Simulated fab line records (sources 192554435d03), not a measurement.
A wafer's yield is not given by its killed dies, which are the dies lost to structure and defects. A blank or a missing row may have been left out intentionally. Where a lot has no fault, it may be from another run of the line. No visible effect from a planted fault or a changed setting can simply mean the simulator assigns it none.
What tool caused it? -- flow n5-finfet -- 11 lots, 29 wafers sampled, at 5 steps of a route of 1938

WHAT THE GAUGES SHOWED, per wafer
N5_BEOL_M4_RC_MEAS_101.
lot,measured,on,DIBL_N (mV/V),DIBL_P (mV/V),IOFF_N (nA/um),IOFF_P (nA/um),ION_N (uA/um),ION_P (uA/um),SS_N (mV/dec),SS_P (mV/dec),VT_N (mV),VT_P (mV)
L513,day 8 04:01,prober-02,37.7 35.8 35.6,37.6 35.2 36.1,0.168 0.146 0.145,0.25 0.20 0.22,681 669 672,470 463 472,71.9 71.5 71.4,73.4 73.2 72.5,250 250 251,-247 -248 -248
L520,day 9 17:10,prober-02,37.0 37.5 35.0,36.6 37.7 33.7,0.143 0.146 0.112,0.19 0.19 0.14,670 665 661,459 453 450,71.6 71.9 71.4,73.8 74.1 72.9,252 254 256,-255 -255 -259
L521,day 9 23:46,prober-02,34.6 36.3,34.5 36.1,0.115 0.146,0.15 0.18,652 669,449 463,71.6 71.1,72.3 72.7,256 252,-255 -253
L519,day 10 03:01,prober-02,36.8 37.5,38.6 38.5,0.155 0.170,0.19 0.20,678 676,459 463,71.0 70.9,73.4 73.9,252 251,-252 -254
L522,day 10 14:59,prober-01,35.9 36.2 35.8,35.9 36.9 36.0,0.158 0.169 0.161,0.21 0.23 0.21,673 684 685,464 469 466,71.3 71.0 70.9,72.6 73.7 73.8,248 248 248,-245 -248 -251
L524,day 11 00:23,prober-02,36.5 35.9,35.2 34.6,0.167 0.151,0.21 0.20,681 670,466 462,72.1 70.9,72.9 73.4,251 250,-246 -248
L527,day 11 06:28,prober-01,35.0 35.6 35.9,34.8 35.4 36.6,0.141 0.143 0.164,0.19 0.20 0.22,677 667 678,463 464 466,71.7 71.7 71.9,72.9 73.0 73.7,249 253 248,-253 -251 -249
L528,day 11 21:38,prober-02,35.2 38.9 35.4,36.2 40.1 35.7,0.142 0.205 0.134,0.20 0.27 0.20,675 687 658,461 475 456,71.5 72.3 71.5,73.4 74.0 72.7,250 245 250,-252 -247 -251
L534,day 13 12:31,prober-02,33.7 33.9 34.5,34.6 34.2 34.7,0.135 0.133 0.145,0.20 0.19 0.20,662 664 653,465 455 455,71.3 71.8 71.4,72.6 73.0 73.2,251 253 254,-249 -251 -252
L535,day 13 15:20,prober-01,36.0 35.9 35.4,35.4 35.9 35.1,0.146 0.154 0.144,0.22 0.23 0.21,676 678 693,467 466 468,71.5 71.8 71.3,73.1 73.0 72.4,251 246 251,-249 -248 -248
L536,day 14 09:00,prober-02,35.6 35.0,35.7 34.9,0.151 0.137,0.21 0.19,666 675,465 472,71.9 71.3,73.4 72.8,251 256,-251 -253

WHAT TOOL EACH LOT RAN ON (gives the tool, then ch and the chambers of the sampled wafers, and finally the start)
lot,N5_BEOL_M2_SPUTTER_81,N5_BEOL_M2_SPUTTER_86,N5_BEOL_M2_SPUTTER_88,N5_BEOL_M2_ANNEAL_91
L513,"pvd-sputter-03, day 6 15:59","pvd-sputter-03, day 6 16:12","pvd-sputter-03, day 6 16:25","pvd-sputter-03, day 6 16:43"
L520,"pvd-sputter-02, day 8 19:47","pvd-sputter-02, day 8 20:00","pvd-sputter-02, day 8 20:13","pvd-sputter-02, day 8 20:31"
L521,"pvd-sputter-01, day 9 02:06","pvd-sputter-01, day 9 02:19","pvd-sputter-01, day 9 02:32","pvd-sputter-01, day 9 02:50"
L519,"pvd-sputter-02, day 9 02:16","pvd-sputter-02, day 9 02:29","pvd-sputter-02, day 9 02:42","pvd-sputter-02, day 9 03:02"
L522,"pvd-sputter-02, day 9 08:36","pvd-sputter-02, day 9 08:49","pvd-sputter-02, day 9 09:02","pvd-sputter-02, day 9 09:20"
L524,"pvd-sputter-01, day 9 13:04","pvd-sputter-01, day 9 13:17","pvd-sputter-01, day 9 13:30","pvd-sputter-01, day 9 13:48"
L527,"pvd-sputter-01, day 10 04:19","pvd-sputter-01, day 10 04:32","pvd-sputter-01, day 10 04:45","pvd-sputter-01, day 10 05:03"
L528,"pvd-sputter-02, day 10 11:13","pvd-sputter-02, day 10 11:26","pvd-sputter-02, day 10 11:39","pvd-sputter-02, day 10 11:57"
L534,"pvd-sputter-03, day 12 11:03","pvd-sputter-03, day 12 14:26","pvd-sputter-03, day 12 14:40","pvd-sputter-03, day 12 14:58"
L535,"pvd-sputter-03, day 12 16:19","pvd-sputter-03, day 12 16:32","pvd-sputter-03, day 12 16:46","pvd-sputter-03, day 12 17:04"
L536,"pvd-sputter-02, day 13 01:43","pvd-sputter-02, day 13 01:56","pvd-sputter-02, day 13 02:09","pvd-sputter-02, day 13 02:27"
- N5_BEOL_M2_SPUTTER_81: material Cu, target thk 4.5 nm, time 8.29 s.
- N5_BEOL_M2_SPUTTER_86: material Cu, target thk 4.5 nm, time 8.29 s.
- N5_BEOL_M2_SPUTTER_88: material Cu, target thk 4.5 nm, time 8.29 s.
- N5_BEOL_M2_ANNEAL_91: time 240 s.

WHAT THE TOOLS THEMSELVES READ (means of the sampled wafers that have a number; where no wafer has one, the mark that the record gives instead)
N5_BEOL_M2_SPUTTER_81.
lot,tool,susceptor-temp-C (C),throttle-valve-pct (%)
L513,pvd-sputter-03,-20.02,29.8
L520,pvd-sputter-02,-20.05,31.3
L521,pvd-sputter-01,-20.06,29.8
L519,pvd-sputter-02,-20.02,30.1
L522,pvd-sputter-02,-19.91,30.9
L524,pvd-sputter-01,-19.95,31.3
L527,pvd-sputter-01,-20.06,29.7
L528,pvd-sputter-02,-19.90,30.1
L534,pvd-sputter-03,-20.05,29.8
L535,pvd-sputter-03,-20.21,29.8
L536,pvd-sputter-02,-20.04,30.9

N5_BEOL_M2_SPUTTER_86.
lot,tool,susceptor-temp-C (C),throttle-valve-pct (%)
L513,pvd-sputter-03,-19.95,29.8
L520,pvd-sputter-02,-20.02,31.3
L521,pvd-sputter-01,-20.00,29.6
L519,pvd-sputter-02,-20.09,30.2
L522,pvd-sputter-02,-20.02,30.6
L524,pvd-sputter-01,-20.05,31.4
L527,pvd-sputter-01,-20.06,29.9
L528,pvd-sputter-02,-20.02,30.2
L534,pvd-sputter-03,-20.04,29.8
L535,pvd-sputter-03,-19.91,29.8
L536,pvd-sputter-02,-20.04,31.1

N5_BEOL_M2_SPUTTER_88.
lot,tool,susceptor-temp-C (C),throttle-valve-pct (%)
L513,pvd-sputter-03,-19.98,29.7
L520,pvd-sputter-02,-19.90,31.4
L521,pvd-sputter-01,-19.98,29.8
L519,pvd-sputter-02,-19.99,30.3
L522,pvd-sputter-02,-20.05,30.8
L524,pvd-sputter-01,-20.11,31.5
L527,pvd-sputter-01,-19.93,29.8
L528,pvd-sputter-02,-20.03,30.0
L534,pvd-sputter-03,-19.99,29.9
L535,pvd-sputter-03,-19.97,29.8
L536,pvd-sputter-02,-20.13,30.9

N5_BEOL_M2_ANNEAL_91.
lot,tool,heater-power-w (W),susceptor-temp-C (C),susceptor_temp_C_max
L513,pvd-sputter-03,841,400.17,401.00
L520,pvd-sputter-02,747,400.19,401.08
L521,pvd-sputter-01,707,399.89,401.05
L519,pvd-sputter-02,921,400.22,401.16
L522,pvd-sputter-02,842,400.04,400.99
L524,pvd-sputter-01,739,400.06,401.03
L527,pvd-sputter-01,-,-,-
L528,pvd-sputter-02,-,-,-
L534,pvd-sputter-03,771,399.89,400.69
L535,pvd-sputter-03,938,399.96,401.15
L536,pvd-sputter-02,811,400.04,400.90

THE ANSWER, worked out from the rows above alone
Rule: the lots themselves supply what counts as usual. Put in order of their means at a reading, lots are off if they are a third of the lots or fewer, leave a main group of 4 or more, and stand apart from it by a gap of 3 or more times the standard deviation of the main group's means; of several such gaps the widest counts. If all means in a main group match to the digits the tables above print for the reading, that group is not used. Also off: a lot with no number at a reading for which 4 or more lots have one. The other lots that the step has rows for count as sound. First the gauges in route order, then the tools' own readings, where a lot's mean is used as printed above. The first step at which some lot is off is used, and at that step the reading that is off furthest; a lot without a number counts as furthest.
Off, at N5_BEOL_M2_ANNEAL_91 on heater-power-w: L527, L528. Without a number there: L527, L528. The main group: mean 813 W, standard deviation 76.
A tool fits if, at that step or a process step before it, it ran every lot that is off, and no sound lot after the first of them. Of those tried, none fits.

WHAT THE SIMULATOR PUT IN
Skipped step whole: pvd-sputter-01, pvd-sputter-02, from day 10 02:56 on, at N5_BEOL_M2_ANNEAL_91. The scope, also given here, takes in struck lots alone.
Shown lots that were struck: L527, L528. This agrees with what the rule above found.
